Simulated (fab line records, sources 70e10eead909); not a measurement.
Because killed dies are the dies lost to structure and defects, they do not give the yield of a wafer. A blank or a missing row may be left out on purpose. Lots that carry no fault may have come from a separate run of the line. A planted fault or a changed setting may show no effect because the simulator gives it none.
Chamber matching + flow nand-harc + cmp-03 running NHARC_A_M0_CMP_23: 4 sister chambers
The step polishes, t overpolish 20 s, target thk 113.75 nm. 22 wafers are shown with their chamber, then 11 later ones without.

WAFERS WITH THEIR CHAMBER
| wafer  | chamber | motor-current-A (A) | time-to-endpoint-s (s) |
|--------|---------|---------------------|------------------------|
| L075.1 | 3       | 12.0                | 30.4                   |
| L075.2 | 0       | 12.9                | 31.4                   |
| L075.5 | 2       | 11.3                | 33.1                   |
| L077.1 | 3       | 12.1                | 30.6                   |
| L077.4 | 2       | 11.7                | 31.0                   |
| L077.5 | 3       | 11.4                | 30.6                   |
| L078.3 | 1       | 11.8                | 27.7                   |
| L078.5 | 2       | 12.2                | 30.3                   |
| L078.6 | 3       | 11.7                | 27.3                   |
| L082.1 | 2       | 11.4                | 26.5                   |
| L082.2 | 0       | 13.2                | 26.8                   |
| L082.3 | 1       | 11.6                | 26.5                   |
| L085.2 | 2       | 11.8                | 33.2                   |
| L085.3 | 3       | 11.0                | 29.6                   |
| L085.6 | 0       | 14.0                | 28.8                   |
| L089.1 | 1       | 11.3                | 29.3                   |
| L089.2 | 2       | 12.1                | 31.6                   |
| L089.4 | 3       | 11.5                | 28.4                   |
| L092.1 | 2       | 12.2                | 32.9                   |
| L092.2 | 3       | 11.2                | 29.4                   |
| L092.3 | 0       | 13.7                | 30.3                   |
| L093.1 | 0       | 12.9                | 29.6                   |

SIGNATURES (averages over the wafers above)
| reading            | chamber 0 | chamber 1 | chamber 2 | chamber 3 | scatter within a chamber |
|--------------------|-----------|-----------|-----------|-----------|--------------------------|
| motor-current-A    | 13.340    | 11.567    | 11.814    | 11.557    | 0.402                    |
| time-to-endpoint-s | 29.380    | 27.833    | 31.229    | 29.471    | 1.81                     |
Rule: distance of a wafer from a chamber = root of the sum over the readings of ((wafer's reading minus chamber's mean) / reading's scatter) squared. The wafer belongs to the nearest chamber; if the next one is less than 2 further off, it can't be placed. The scatter is the square root of a quotient: the sum, over the shown wafers, of each reading's squared deviation from its chamber's mean, divided by wafers minus chambers.

WAFERS WHOSE CHAMBER IS MISSING
| wafer  | motor-current-A (A) | time-to-endpoint-s (s) |
|--------|---------------------|------------------------|
| L093.4 | 11.1                | 30.6                   |
| L093.5 | 11.0                | 28.8                   |
| L094.3 | 11.1                | 29.9                   |
| L094.5 | 11.1                | 28.3                   |
| L094.6 | 12.8                | 29.5                   |
| L095.2 | 11.4                | 29.1                   |
| L095.4 | 11.5                | 30.0                   |
| L095.6 | 12.1                | 31.5                   |
| L097.1 | 11.7                | 28.4                   |
| L097.2 | 11.1                | 29.8                   |
| L097.6 | 11.8                | 26.8                   |

EACH ONE'S CHAMBER
| wafer  | from the rows above               | in truth |
|--------|-----------------------------------|----------|
| L093.4 | can't be placed: 3 or 2 or 1      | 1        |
| L093.5 | can't be placed: 3 or 1 or 2      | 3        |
| L094.3 | can't be placed: 3 or 1 or 2      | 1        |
| L094.5 | can't be placed: 1 or 3 or 2      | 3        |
| L094.6 | can't be placed: 0 or 2 or 3 or 1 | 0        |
| L095.2 | can't be placed: 3 or 1 or 2      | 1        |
| L095.4 | can't be placed: 3 or 2 or 1      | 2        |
| L095.6 | can't be placed: 2 or 3 or 1      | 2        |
| L097.1 | can't be placed: 1 or 3 or 2      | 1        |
| L097.2 | can't be placed: 3 or 1 or 2      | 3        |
| L097.6 | can't be placed: 1 or 3 or 2      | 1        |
Correct placement for 0 of the 11. Cannot be placed on the basis of these rows: 11; the candidates contain the true chamber in 11. Number placed wrongly: 0.
